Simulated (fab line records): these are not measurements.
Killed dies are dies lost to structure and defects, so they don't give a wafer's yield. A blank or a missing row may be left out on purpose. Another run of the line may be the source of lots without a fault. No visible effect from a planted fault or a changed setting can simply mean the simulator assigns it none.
A lot that was struck, set against a sound lot / flow nandHarc / 14 steps out of a route of 1302
Sound: the wafers L786.1, L786.2, L786.3. Wafers L776.3, L776.4, L776.5 were the ones struck. Last of all comes the cause.
Order at every step that has rows: each side's tool, ch and its chambers, its first start. Under that, the readings that differ: sound wafers / struck wafers / difference of the means / sigmas: that difference in standard deviations of wafers without a fault.
alike: words and numbers the same on both sides, and readings whose means are apart by under 2 such deviations; not compared: readings that were withheld, readings missing a value for some wafer, numbers with overlapping values and no deviation given by the record, and bounds like >300 which may hide the same value.
The two part at a step that has a row with sigmas, a row that says differs or no value, or rows on one side only. Non-overlapping numbers with no deviation appear without sigmas and do not part them. A reading missing from all wafers of one side parts the sides only when that side holds two or more wafers.

first, 5 steps without rows for these wafers: NHARC_A_CHANNEL_HOLE_D1_SOFTBAKE_05 (time 55 s); NHARC_A_CHANNEL_HOLE_D1_EBR_06; NHARC_A_CHANNEL_HOLE_D1_EXPOSE_07 (exposes mask HOLE D1, target cd 100 nm); NHARC_A_CHANNEL_HOLE_D1_PEB_08 (peb time 65 s); NHARC_A_CHANNEL_HOLE_D1_DEVELOP_09 (develop time 35 s).
NHARC_A_CHANNEL_HOLE_D1_CD_MEAS_10: target cd 100 nm.
  sound on cdSem-02 ch 0, day 17 00:07; struck on cdSem-02 ch 0, day 12 22:32
  alike: cdNm
NHARC_A_CHANNEL_HOLE_D1_OVL_MEAS_11:
  sound on overlay-01 at day 17 00:12; struck on overlay-01 at day 12 22:37
  alike: overlayXNm, overlayYNm
NHARC_A_CHANNEL_HOLE_D1_INSPECT_12:
  sound on defectInspect-02 at day 17 00:14; struck on defectInspect-01 at day 12 22:39
  alike: rawDefectCount
NHARC_A_CHANNEL_HOLE_D1_DESCUM_15: chemistry O2, time 3 s.
  sound on rieDiel-02 ch 0,1,3, day 17 00:18; struck on rieDiel-02 ch 1,2, day 12 22:43
  alike: drypumpMotorCurrentA, oesProductAu, rfVppV, showerheadPlenumPTorr, throttleValvePct
  not compared: rfHoursCounterH
NHARC_A_CHANNEL_HOLE_D1_ETCH_38: etches the open film in CF4, target depth 39 nm, time 65 s.
  sound on rieDiel-02 ch 0,1,3, day 17 00:23; struck on rieDiel-02 ch 1,2, day 12 22:48
  alike: biasW, drypumpMotorCurrentA, oesProductAu, rfVppV, runLengthS, showerheadPlenumPTorr, throttleValvePct
  not compared: rfHoursCounterH
NHARC_A_CHANNEL_HOLE_D1_ETCH_39: etches the open film in N2/H2, target depth 260 nm, time 325 s.
  sound on rieDiel-02 ch 0,1,3; struck on rieDiel-02 ch 0,2,3
  alike: biasW, drypumpMotorCurrentA, oesProductAu, rfVppV, runLengthS, showerheadPlenumPTorr, throttleValvePct
  not compared: rfHoursCounterH
NHARC_A_CHANNEL_HOLE_D1_ETCH_34: etches the open film in CF4/CHF3, target depth 154 nm, time 77 s.
  sound on rieDiel-02 ch 1,2,3; struck on rieDiel-02 ch 1,2
  alike: biasW, drypumpMotorCurrentA, oesProductAu, rfVppV, runLengthS, showerheadPlenumPTorr, throttleValvePct
  not compared: rfHoursCounterH
NHARC_A_CHANNEL_HOLE_D1_ETCH_16: etches the open film in O2/COS, target depth 3100 nm, time 806 s.
  sound on rieDiel-02 ch 0,1,2, day 17 00:53; struck on rieDiel-02 ch 1,2,3, day 12 23:21
reading=biasW (W); sound=299.5 299.5 299.6; struck=- - -; difference=no value on the struck wafers; sigmas=
reading=runLengthS (s); sound=827.6 827.1 828.3; struck=596.2 595.9 596.5; difference=-231.5; sigmas=-99 or more
  alike: drypumpMotorCurrentA, oesProductAu, rfVppV, showerheadPlenumPTorr, throttleValvePct
  not compared: rfHoursCounterH
NHARC_A_CHANNEL_HOLE_D1_CD_MEAS_18:
  sound on cdSem-03 at day 17 01:24; struck on cdSem-03 at day 12 23:49
  alike: cdNm

WHERE THEY PART
At NHARC_A_CHANNEL_HOLE_D1_ETCH_16 and nowhere else, as far as this record goes. Later steps at which nothing parts them and some readings are alike: NHARC_A_CHANNEL_HOLE_D1_CD_MEAS_18.

WHY: whatever the simulator had introduced
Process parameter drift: rieDiel-02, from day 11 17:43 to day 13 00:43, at NHARC_A_CHANNEL_HOLE_D1_ETCH_16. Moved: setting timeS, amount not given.
